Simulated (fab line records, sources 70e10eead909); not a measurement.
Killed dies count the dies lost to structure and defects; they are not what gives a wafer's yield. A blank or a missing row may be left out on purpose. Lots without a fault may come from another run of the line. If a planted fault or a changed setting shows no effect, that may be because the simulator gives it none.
Matching of chambers / flow nand-harc / 4 sister chambers for NHARC_A_CHANNEL_FILL_D1_ALD_16 on ald-hk-03
The step deposits SiO2, target thk 1.5 nm, pulse time 10 s, ald cycles 15. 4 wafers are shown with their chamber, then 9 later ones without.

WAFERS, EACH WITH ITS CHAMBER
wafer=L086.3; chamber=0; heater-power-w (W)=471
wafer=L091.3; chamber=3; heater-power-w (W)=482
wafer=L091.4; chamber=2; heater-power-w (W)=485
wafer=L091.6; chamber=1; heater-power-w (W)=577

WAFERS MISSING THEIR CHAMBER
wafer=L093.1; heater-power-w (W)=478
wafer=L093.2; heater-power-w (W)=589
wafer=L093.3; heater-power-w (W)=483
wafer=L095.2; heater-power-w (W)=557
wafer=L095.3; heater-power-w (W)=498
wafer=L095.6; heater-power-w (W)=509
wafer=L096.1; heater-power-w (W)=479
wafer=L096.2; heater-power-w (W)=573
wafer=L096.6; heater-power-w (W)=494

THE CHAMBER EACH PASSED THROUGH
wafer=L093.1; from the rows above=can't be placed: 3 or 0 or 2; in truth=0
wafer=L093.2; from the rows above=1; in truth=1
wafer=L093.3; from the rows above=can't be placed: 3 or 2 or 0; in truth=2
wafer=L095.2; from the rows above=1; in truth=1
wafer=L095.3; from the rows above=can't be placed: 2 or 3 or 0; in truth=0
wafer=L095.6; from the rows above=can't be placed: 2 or 3 or 0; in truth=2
wafer=L096.1; from the rows above=can't be placed: 3 or 2 or 0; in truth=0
wafer=L096.2; from the rows above=1; in truth=1
wafer=L096.6; from the rows above=can't be placed: 2 or 3 or 0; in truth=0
Placed correctly: 3 of 9. Cannot be placed on the basis of these rows: 6; the candidates contain the true chamber in 6. Placed wrongly: 0.
How it was worked out, from the rows above alone: a wafer's distance from a chamber is the root of the sum, over the readings, of the square of ((its reading less the chamber's mean) divided by the reading's scatter). The wafer belongs to the nearest chamber; if the next one is less than 2 further off, it can't be placed. For every chamber, the mean is computed from those of its wafers that are shown. The scatter: root of mean squared gap, hidden wafer to nearest shown wafer, with one shown wafer a chamber.
